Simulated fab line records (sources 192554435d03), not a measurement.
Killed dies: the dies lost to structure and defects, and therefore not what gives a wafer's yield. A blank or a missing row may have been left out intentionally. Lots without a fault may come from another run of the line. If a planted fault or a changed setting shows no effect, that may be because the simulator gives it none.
A struck lot beside a sound one -- flow n5-finfet -- 15 out of 1938 route steps
Sound: these wafers, L539.3, L539.4, L539.6. Struck: wafers L550.2, L550.6 (left out: L550.4, a lot-mate that was not struck); the cause follows at the end.
Each step with rows lists, per side, the tool, then ch with its chambers, then its first start. Under that, the readings that differ: sound wafers -- struck wafers -- difference of the means -- sigmas: that difference in standard deviations of wafers without a fault.
alike: same words and numbers on both sides, and readings whose means sit less than 2 such deviations apart. not compared: any withheld reading, any reading some wafer has no value for, any bound like >300 that may hide the same value, and any number with overlapping values for which the record gives no deviation.
Wherever a step has rows on one side only, a row that says differs or no value, or a row with sigmas, the two part there. Non-overlapping numbers with no deviation appear without sigmas and do not part them. Lack of a reading on every wafer of one side parts them only where that side has two or more wafers.

first, 1 step without rows for these wafers: N5_BEOL_M14_HARDBAKE_32 (time 120 s).
N5_BEOL_M14_CD_MEAS_28: the cd target is 284.4 nm.
  sound on cd-sem-01 ch 0, day 11 13:26; struck on cd-sem-02 ch 0, day 15 02:49
  alike: cd-nm
N5_BEOL_M14_OVL_MEAS_29:
  sound on overlay-02 ch 0, day 11 13:28; struck on overlay-01 ch 0, day 15 02:51
  alike: M14_OVL
N5_BEOL_M14_INSPECT_30: inspects for defects (macro).
  sound on defect-inspect-01, day 11 13:29; struck on defect-inspect-01, day 15 02:52
  alike: raw-defect-count
N5_BEOL_M14_DESCUM_33: chemistry O2, time 7.9 s.
  sound on rie-diel-01 ch 2,3, day 11 13:31; struck on rie-diel-01 ch 1,3, day 15 02:59
  alike: drypump-motor-current-A, oes-product-au, rf-vpp-V, showerhead-plenum-p-Torr, throttle-valve-pct
  not compared: rf-hours-counter-h
N5_BEOL_M14_ETCH_67: etches SiARC in CF4, target depth 143 nm, time 238.3 s.
  sound on rie-diel-01 ch 2,3, day 11 13:34; struck on rie-diel-01 ch 1,3, day 15 03:01
  alike: bias-w, drypump-motor-current-A, etch-rf-on-time-s, oes-product-au, rf-vpp-V, showerhead-plenum-p-Torr, throttle-valve-pct
  not compared: rf-hours-counter-h
N5_BEOL_M14_ETCH_68: etches SOC in N2/H2, time 450 s.
  sound on rie-diel-01 ch 2,3, day 11 13:42; struck on rie-diel-01 ch 1,3, day 15 03:10
  alike: bias-w, drypump-motor-current-A, n2-flow-sccm, oes-product-au, rf-vpp-V, showerhead-plenum-p-Torr, throttle-valve-pct
  not compared: rf-hours-counter-h
then, 1 step without rows for these wafers: N5_BEOL_M14_STRIP_69 (strips in N2/H2).
N5_BEOL_M14_TRENCH_ETCH_34: etches SiO2 in C4F8/O2/Ar, target depth 556.65 nm, time 126.9 s.
  sound on rie-diel-01 ch 2,3, day 11 13:59; struck on rie-diel-01 ch 1,3, day 15 03:26
  alike: bias-w, drypump-motor-current-A, oes-product-au, rf-vpp-V, showerhead-plenum-p-Torr, throttle-valve-pct
  not compared: rf-hours-counter-h
then, 1 step without rows for these wafers: N5_BEOL_M14_STRIP_70 (strips in C4F8/O2/Ar).
N5_BEOL_M14_OCD_MEAS_35:
  sound on ocd-01, day 11 14:08; struck on ocd-02, day 15 03:35
  alike: trench-depth-nm
N5_BEOL_M14_STRIP_37: strips in O2.
  sound on rie-diel-05 ch 0,3, day 11 15:53; struck on rie-diel-05 ch 1,2, day 15 03:40
  alike: drypump-motor-current-A, oes-product-au, rf-vpp-V, showerhead-plenum-p-Torr, throttle-valve-pct
  not compared: rf-hours-counter-h
N5_BEOL_M14_ETCH_38: etches SiCN in CF4/N2, target depth 106.5 nm, time 120.6 s.
  sound on rie-diel-05 ch 0,3, day 11 15:55; struck on rie-diel-05 ch 1,2, day 15 03:43
reading,sound,struck,difference,sigmas
oes-product-au (a.u.),0.94 0.94 0.70,0.57 0.73,-0.21,-2
model.etch.depth-nm (nm),99.99 99.84 95.61,68.8 70.84,-28.7,
  alike: bias-w, drypump-motor-current-A, n2-flow-sccm, rf-vpp-V, showerhead-plenum-p-Torr, throttle-valve-pct
  not compared: rf-hours-counter-h
then, 1 step without rows for these wafers: N5_BEOL_M14_PRECLEAN_39 (cleans in residue remover, time 60 s).
N5_PASSIVATION_PROBE_49:
  the record has rows for the sound wafers here (prober-02, day 12 15:16) and none for the struck ones

WHERE THEY PART
First at N5_BEOL_M14_ETCH_38; last, within this record, at N5_PASSIVATION_PROBE_49.

WHY: whatever the simulator had introduced
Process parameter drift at N5_BEOL_M14_ETCH_38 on rie-diel-05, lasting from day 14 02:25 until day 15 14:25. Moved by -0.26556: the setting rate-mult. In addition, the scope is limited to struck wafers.
